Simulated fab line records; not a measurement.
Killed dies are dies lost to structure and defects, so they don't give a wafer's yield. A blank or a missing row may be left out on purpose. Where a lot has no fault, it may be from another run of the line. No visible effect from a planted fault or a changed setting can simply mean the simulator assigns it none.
fab line records + flow n5_finfet
record
- lots=4
- wafers=12
- last_day=16
route steps=1938 shown PMOS_HMC_CHANNEL_EPI@83 FIN_SAQP@90 FIN_CUT@174 BEOL_M4@1111
lots that met no fault: from a run of the same line without faults
start_h: start of the lot's first displayed wafer, in hours after the record's first day + wait_h: hours from the lot's prior step to this one + " the same as in the row above + L1.1+2: a row that stands for several wafers + - no value, or no start was given + * or withheld: withheld + < > ~ a bound
route shown NAME@n: NAME is a module with steps in the file, n the number in the route of the first one + usual: mean/standard deviation of fault-free wafers + same: alike in all rows + chamber/n: place in a boat + sites: each site's reading + _std_site: standard deviation across them + _edge_site: the outer-site mean with the inner-site mean subtracted + radius_mm: how far each site lies from the wafer's centre + mask NAME#n: copy n + behind: the most recent tool/chamber to have shaped the wafer + hold: reason for holding the lot/hours on hold/outcome of the hold + device: the transistor (n, p or np) that didn't switch + end of line: tests run on the same wafers once the route is complete + for a step that has no rows: nothing shown but its recipe + killed: at the first sort, the dies lost to defects and structure; wafer yield is something else + map: shows each die of a wafer: x if killed, . if not, _ if none is there
set.NAME: setting as actually run; set.NAME@STEP: the setting as run at that earlier step + model.NAME: the simulator's own value behind a step, which no gauge read
lots at some steps of the route; a table a step, a row a wafer
services: the hour from which a tool's chamber was out of use, counted from the record's first day as start_h (under 0 if before that day), plus the number of hours and why
## steps
# step N5_PMOS_HMC_CHANNEL_EPI_PRECLEAN_40
# recipe
- chemistry=DHF
- time_s=30
- temp_c=25
- dilution=withheld
# step N5_PMOS_HMC_CHANNEL_EPI_PRECLEAN_37
# recipe
- chemistry=O3/DIW
- time_s=45
- temp_c=22
- o3_ppm=10
# step N5_PMOS_HMC_CHANNEL_EPI_PRECLEAN_24
# recipe
- chemistry=DHF
- time_s=30
- temp_c=25
- dilution=withheld
# step N5_PMOS_HMC_CHANNEL_EPI_SRD_25
# recipe
- dry=ipa_marangoni
- do_ppb=5
- time_s=30
- temp_c=23
- rinse_liquid=diw
# step N5_PMOS_HMC_CHANNEL_EPI_EPI_26
# recipe
- material=Si
- target_thk_a=38
- temp_c=650
- precursor=SiH4/H2
- pressure_torr=20
- time_s=22.7
# step N5_FIN_SAQP_PRECLEAN_42
# recipe
- chemistry=O3/DIW
- time_s=60
- temp_c=22
- o3_ppm=10
# step N5_FIN_SAQP_PRECLEAN_00
# recipe
- chemistry=SC1
- time_s=60
- temp_c=55
- mix=1:2:50
# step N5_FIN_SAQP_PRECLEAN_44
# recipe
- chemistry=SC2
- time_s=45
- temp_c=35
- mix=1:1:50
# step N5_FIN_SAQP_SRD_01
# recipe
- dry=ipa_marangoni
- time_s=30
- temp_c=23
- rinse_liquid=diw
# step N5_FIN_SAQP_ALD_61
# recipe
- material=SiO2
- target_thk_a=40
- temp_c=300
- ald_precursor_family=BDEAS
- ald_co_reactant=O2-plasma
- pulse_time_s=1
- purge_time_s=2
- co_reactant_purge_time_s=2
- ald_cycles=43
- pressure_torr=2
# usual
- chamber_pressure_Torr=2.001/0.0045
- heater_power_outer_w=261/34
- heater_power_w=464/47
- precursor_pulse_height_rel=0.998/0.022
- susceptor_temp_C=299.99/0.21
| lot.wafer | tool       | chamber | start_h | wait_h | chamber_pressure_Torr | heater_power_outer_w | heater_power_w | precursor_pulse_height_rel | susceptor_temp_C | model.SiO2_of_FIN_SAQP_ALD_61.thk_nm |
|-----------|------------|---------|---------|--------|-----------------------|----------------------|----------------|----------------------------|------------------|--------------------------------------|
| L764.2    | ald_sin-02 | 3       | 27.46   | 0.0    | 1.999                 | 310                  | 522            | 0.935                      | 300.04           | 3.985                                |
| L764.3    | "          | 0       | "       | "      | 1.997                 | 226                  | 405            | 1.011                      | 299.92           | 3.993                                |
| L764.6    | "          | 1       | "       | "      | 1.993                 | 273                  | 513            | 1.001                      | 300.27           | 4.005                                |
| L769.1    | ald_sin-02 | 2       | 56.76   | 0.0    | 1.998                 | 247                  | 437            | 0.973                      | 300.01           | 4.005                                |
| L769.2    | "          | 1       | "       | "      | 1.996                 | 232                  | 430            | 1.001                      | 280.74           | 4.269                                |
| L769.6    | "          | 1       | "       | "      | 1.997                 | 227                  | 428            | 0.974                      | 280.83           | 4.272                                |
| L770.1    | ald_sin-02 | 0       | 63.20   | 0.0    | 1.999                 | 221                  | 426            | 0.976                      | 300.05           | 3.969                                |
| L770.2    | "          | 3       | "       | "      | 2.001                 | 303                  | 520            | 1.007                      | 300.01           | 3.991                                |
| L770.4    | "          | 1       | "       | "      | 2.002                 | 237                  | 418            | 0.983                      | 280.79           | 4.27                                 |
| L779.1    | ald_sin-04 | 2       | 117.56  | 0.4    | 1.996                 | 278                  | 492            | 0.986                      | 300.23           | 4.009                                |
| L779.4    | "          | 3       | "       | "      | 1.996                 | 237                  | 422            | 1.001                      | 299.79           | 4.013                                |
| L779.5    | "          | 3       | "       | "      | 1.995                 | 245                  | 419            | 1.014                      | 299.87           | 4.017                                |
# step N5_FIN_SAQP_DENSIFY_62
# recipe
- temp_c=700
- time_s=60
- ambient=N2
- idle_temp_c=600
- ramp_up_c_per_s=150
- ramp_down_c_per_s=60
- cool_to_c=600
# step N5_FIN_SAQP_HM_DEP_03
# recipe
- material=SiNx
- target_thk_a=380
- temp_c=400
- precursor=SiH4/NH3/N2
- pressure_torr=1.5
- rf_w=300
- time_s=33.6
# step N5_FIN_SAQP_PECVD_47
# recipe
- material=a-Si
- target_thk_a=450
- temp_c=400
- precursor=SiH4/He
- pressure_torr=3
- rf_w=100
- time_s=36.3
# step N5_FIN_SAQP_PECVD_48
# recipe
- material=SiNx
- target_thk_a=250
- temp_c=400
- precursor=SiH4/NH3/N2
- pressure_torr=1.5
- rf_w=300
- time_s=22.1
# step N5_FIN_SAQP_PECVD_06
# recipe
- material=a-Si
- target_thk_a=600
- temp_c=400
- precursor=SiH4/He
- pressure_torr=3
- rf_w=100
- time_s=48.1
# step N5_FIN_SAQP_HM_DEP_72
# recipe
- material=SiO2
- target_thk_a=120
- temp_c=400
- precursor=SiH4/N2O
- pressure_torr=0.75
- rf_w=275
- time_s=7.2
# step N5_FIN_SAQP_COAT_49
# recipe
- resist=SOC
- temp_c=250
- time_s=60
- spin_rpm=1500
- resist_thk_nm=100
# step N5_FIN_SAQP_COAT_50
# recipe
- resist=SiARC
- temp_c=220
- time_s=60
- spin_rpm=1500
- resist_thk_nm=35
# step N5_FIN_SAQP_COAT_10
# recipe
- resist=CAR-ArF
- spin_rpm=1500
- resist_thk_nm=90
# step N5_FIN_SAQP_EBR_12
# recipe
- solvent=PGMEA
- ebr_width_mm=1.5
# step N5_FIN_SAQP_SOFTBAKE_11
# recipe
- temp_c=110
- time_s=60
- resist=CAR-ArF
# step N5_FIN_SAQP_EXPOSE_13
# recipe
- mask_id=FIN_CORE
- na=1.35
- source_shape=dipole
- sigma_inner=0.538
- sigma_outer=0.738
- polarization=te
- target_cd_nm=35.6
- dose_mj=63.25
# step N5_FIN_SAQP_PEB_14
# recipe
- peb_temp_c=withheld
- peb_time_s=60
- resist=CAR-ArF
# step N5_FIN_SAQP_DEVELOP_15
# recipe
- develop_time_s=30
- developer=TMAH
- resist=CAR-ArF
- dev_temp_c=23
- rinse_liquid=diw
- dry=air_spin
# step N5_FIN_SAQP_DESCUM_21
# recipe
- chemistry=O2
- time_s=7.9
- source_power_w=50
- bias_power_w=20
- pressure_mtorr=20
- rf_frequency_hz=2.712e+07
- temp_c=40
- resist=CAR-ArF
- o2_flow_sccm=225
# step N5_FIN_SAQP_ETCH_51
# recipe
- chemistry=CF4
- target=SiARC
- target_depth_a=455
- mask_material=CAR-ArF
- time_s=75.8
- ion_energy_ev=80
- pressure_mtorr=40
- source_w=545
- bias_w=36
- Ar_flow_sccm=100
- cf4_flow_sccm=100
- ends=cleared
# step N5_FIN_SAQP_ETCH_52
# recipe
- chemistry=N2/H2
- target=SOC
- target_depth_a=1000
- overetch_a=200
- mask_material=SiARC
- temp_c=40
- time_s=150
- ion_energy_ev=200
- pressure_mtorr=30
- source_w=840
- bias_w=150
- n2_flow_sccm=200
- h2_flow_sccm=200
- ends=end_point
# step N5_FIN_SAQP_STRIP_53
# recipe
- chemistry=N2/H2
- temp_c=40
- n2_flow_sccm=200
- h2_flow_sccm=200
- rf_frequency_hz=6e+07
# step N5_FIN_SAQP_HM_OPEN_73
# recipe
- chemistry=CHF3/O2
- target=SiO2
- stop_on=a-Si
- target_depth_a=120
- over_etch_frac=1.8
- mask_material=SOC
- time_s=16.8
- pressure_mtorr=30
- source_w=650
- bias_w=170
- Ar_flow_sccm=200
- CHF3_flow_sccm=50
- O2_flow_sccm=5
- ion_energy_ev=200
- ends=end_point
# step N5_FIN_SAQP_STRIP_74
# recipe
- chemistry=CHF3/O2
- resist=SiARC
- rf_frequency_hz=6e+07
# step N5_FIN_SAQP_MANDREL_ETCH_22
# recipe
- target_depth_a=600
- chemistry=HBr/Cl2
- target=a-Si
- stop_on=SiNx
- bt_time_s=10
- over_etch_frac=0.5
- time_s=30
- pressure_mtorr=10
- icp_w=800
- bias_w=75
- HBr_flow_sccm=150
- Cl2_flow_sccm=80
- ends=end_point
# step N5_FIN_SAQP_STRIP_55
# recipe
- chemistry=N2/H2
- power_w=500
- temp_c=40
- pressure_mtorr=50
- rf_frequency_hz=6e+07
- overash_fraction=0.3
- bias_power_w=28
- h2_frac=0.5
- n2_flow_sccm=300
- h2_flow_sccm=300
# step N5_FIN_SAQP_STRIP_23
# recipe
- chemistry=SPM
- time_s=750
- temp_c=130
- h2so4_h2o2_vol_ratio=4
# step N5_FIN_SAQP_SRD_66
# recipe
- dry=ipa_marangoni
- time_s=30
- temp_c=23
- rinse_liquid=diw
# step N5_FIN_CUT_CUT_ETCH_27
# recipe
- chemistry=CHF3/O2
- target=SiO2
- target_depth_a=40
- mask_material=SOC
- overetch_a=20
- time_s=4.9
- pressure_mtorr=30
- source_w=650
- bias_w=170
- Ar_flow_sccm=200
- CHF3_flow_sccm=50
- O2_flow_sccm=5
- ion_energy_ev=200
# usual
- drypump_motor_current_A=5.6/0.49
- oes_product_au=0.62/0.065
- rf_vpp_V=526/3.9
- showerhead_plenum_p_Torr=2.43/0.071
- throttle_valve_pct=18.82/0.28
| lot.wafer | tool        | chamber | start_h | wait_h | drypump_motor_current_A | oes_product_au | rf_hours_counter_h | rf_vpp_V | showerhead_plenum_p_Torr | throttle_valve_pct | model.etch.depth_nm |
|-----------|-------------|---------|---------|--------|-------------------------|----------------|--------------------|----------|--------------------------|--------------------|---------------------|
| L764.2    | rie_diel-01 | 2       | 34.97   | 0.0    | 4.9                     | 0.70           | 36                 | 524      | 2.35                     | 18.43              | 3.985               |
| L764.3    | "           | 1       | "       | "      | 5.7                     | 0.64           | 91                 | 526      | 2.44                     | 18.68              | 3.993               |
| L764.6    | "           | 0       | "       | "      | 5.8                     | 0.75           | -                  | 527      | 2.57                     | 18.86              | 4.005               |
| L769.1    | rie_diel-03 | 0       | 64.08   | 0.0    | 5.7                     | 0.54           | 242                | 529      | 2.38                     | 18.65              | 4.005               |
| L769.2    | "           | 3       | "       | "      | 5.7                     | 0.57           | 247                | 527      | 2.47                     | 19.06              | 4.269               |
| L769.6    | "           | 3       | "       | "      | 5.8                     | 0.57           | -                  | 527      | 2.47                     | 19.07              | 4.272               |
| L770.1    | rie_diel-01 | 0       | 70.62   | 0.0    | 5.8                     | 0.71           | 14                 | 527      | 2.56                     | 18.87              | 3.969               |
| L770.2    | "           | 1       | "       | "      | 5.7                     | 0.64           | 101                | 528      | 2.43                     | 18.71              | 3.991               |
| L770.4    | "           | 3       | "       | "      | 5.5                     | 0.78           | 7                  | 535      | 2.47                     | 18.68              | 4.27                |
| L779.1    | rie_diel-02 | 1       | 124.06  | 0.0    | 5.8                     | 0.55           | 222                | 526      | 2.39                     | 19.29              | 4.009               |
| L779.4    | "           | 3       | "       | "      | 4.9                     | 0.56           | 217                | 527      | 2.48                     | 18.99              | 4.013               |
| L779.5    | "           | 0       | "       | "      | 6.1                     | 0.62           | -                  | 524      | 2.51                     | 18.41              | 4.017               |
# step N5_BEOL_M4_RC_MEAS_101
# usual
- DIBL_N=36.3/1.4
- DIBL_P=36.2/1.5
- IOFF_N=0.160/0.021
- IOFF_P=0.211/0.027
- ION_N=676/7.7
- ION_P=463/5.5
- SS_N=71.4/0.57
- SS_P=73.3/0.58
- VT_N=249.3/2.5
- VT_P=-250.1/2.6
| lot.wafer | tool      | chamber | start_h | wait_h | DIBL_N[mV/V] | DIBL_P[mV/V] | IOFF_N[nA/um] | IOFF_P[nA/um] | ION_N[uA/um] | ION_P[uA/um] | SS_N[mV/dec] | SS_P[mV/dec] | VT_N[mV] | VT_P[mV] |
|-----------|-----------|---------|---------|--------|--------------|--------------|---------------|---------------|--------------|--------------|--------------|--------------|----------|----------|
| L764.2    | prober-01 | 0       | 181.69  | 0.2    | 38.7         | 38.4         | 0.179         | 0.243         | 674          | 463          | 71.8         | 73.8         | 248.3    | -248.6   |
| L764.3    | "         | 0       | "       | "      | 39.5         | 39.5         | 0.202         | 0.268         | 682          | 467          | 72.1         | 74.0         | 244.0    | -247.0   |
| L764.6    | "         | 0       | "       | "      | 38.9         | 38.5         | 0.187         | 0.254         | 680          | 465          | 71.6         | 73.5         | 246.7    | -246.5   |
| L769.1    | prober-01 | 0       | 204.77  | 0.0    | 37.8         | 36.9         | 0.139         | 0.218         | 661          | 465          | 71.1         | 73.7         | 253.0    | -249.2   |
| L769.2    | "         | 0       | "       | "      | 36.9         | 35.6         | 0.127         | 0.201         | 669          | 456          | 71.6         | 72.7         | 254.3    | -251.7   |
| L769.6    | "         | 0       | "       | "      | 38.3         | 36.7         | 0.145         | 0.214         | 666          | 457          | 71.7         | 72.5         | 251.2    | -251.0   |
| L770.1    | prober-01 | 0       | 214.24  | 0.0    | 36.2         | 33.7         | 0.142         | 0.184         | 674          | 459          | 71.1         | 72.7         | 248.7    | -250.0   |
| L770.2    | "         | 0       | "       | "      | 36.5         | 34.9         | 0.147         | 0.196         | 670          | 467          | 71.1         | 72.8         | 248.7    | -246.6   |
| L770.4    | "         | 0       | "       | "      | 36.7         | 35.3         | 0.152         | 0.205         | 681          | 463          | 71.1         | 73.5         | 248.6    | -249.8   |
| L779.1    | prober-01 | 0       | 265.43  | 0.0    | 36.7         | 36.4         | 0.168         | 0.226         | 667          | 460          | 71.3         | 73.5         | 250.0    | -250.0   |
| L779.4    | "         | 0       | "       | "      | 37.6         | 36.9         | 0.180         | 0.233         | 680          | 463          | 72.1         | 73.8         | 248.1    | -250.6   |
| L779.5    | "         | 0       | "       | "      | 37.4         | 37.1         | 0.182         | 0.235         | 674          | 463          | 71.6         | 73.4         | 247.5    | -249.8   |
## services
| tool        | chamber | start_h | hours | kind                          |
|-------------|---------|---------|-------|-------------------------------|
| ald_sin-04  | 0       | 9.66    | -     | clean                         |
| ald_sin-04  | 1       | 9.66    | -     | clean                         |
| ald_sin-04  | 2       | 9.66    | -     | clean                         |
| ald_sin-04  | 3       | 9.66    | -     | clean                         |
| rie_diel-01 | 0       | 9.85    | -     | clean                         |
| rie_diel-01 | 0       | 9.85    | -     | consumable_replace:focus_ring |
| rie_diel-01 | 0       | 9.85    | -     | consumable_replace:showerhead |
| rie_diel-01 | 0       | 9.85    | 13.2  | scheduled_down                |
| rie_diel-01 | 0       | 9.85    | 13.2  | vent_cycle                    |
| rie_diel-02 | 3       | 16.09   | 6.7   | repair                        |
| rie_diel-01 | 3       | 23.03   | -     | clean                         |
| rie_diel-01 | 3       | 23.03   | -     | consumable_replace:focus_ring |
| rie_diel-01 | 3       | 23.03   | 18.7  | scheduled_down                |
| rie_diel-01 | 3       | 23.03   | 18.7  | vent_cycle                    |
| rie_diel-03 | 2       | 33.06   | -     | clean                         |
| rie_diel-03 | 2       | 33.06   | -     | consumable_replace:focus_ring |
| rie_diel-03 | 2       | 33.06   | -     | consumable_replace:showerhead |
| rie_diel-03 | 2       | 33.06   | 19.7  | scheduled_down                |
| rie_diel-03 | 2       | 33.06   | 19.7  | vent_cycle                    |
| ald_sin-02  | 3       | 71.18   | 6.8   | repair                        |
| rie_diel-03 | 2       | 73.19   | 12.5  | repair                        |
| rie_diel-03 | 3       | 85.72   | -     | clean                         |
| rie_diel-03 | 3       | 85.72   | -     | consumable_replace:focus_ring |
| rie_diel-02 | 3       | 88.48   | 5.4   | repair                        |
## key
first_sign
- step=N5_FIN_SAQP_ALD_61
- reading=susceptor_temp_C
- direction=down
- sigmas=93
- usual=*
- struck=*
effect none on later readings
model_effect
- step=N5_FIN_SAQP_ALD_61
- value=SiO2_of_FIN_SAQP_ALD_61.thk_nm
- without=3.992
- struck=4.27
model_effect
- step=N5_FIN_CUT_CUT_ETCH_27
- value=etch.depth_nm
- without=3.992
- struck=4.27
met_at N5_FIN_SAQP_ALD_61
struck_wafers L769.2,L769.6,L770.4
onset_between 27.46 56.76
fault
- kind=process_parameter_drift
- tool=ald_sin-02
- chamber=1
- onset_h=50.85
- steps=N5_FIN_SAQP_ALD_61
- channel=temp_c
- offset=*
- shape=step
- end_h=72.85
- acts_in=*
- stated=*
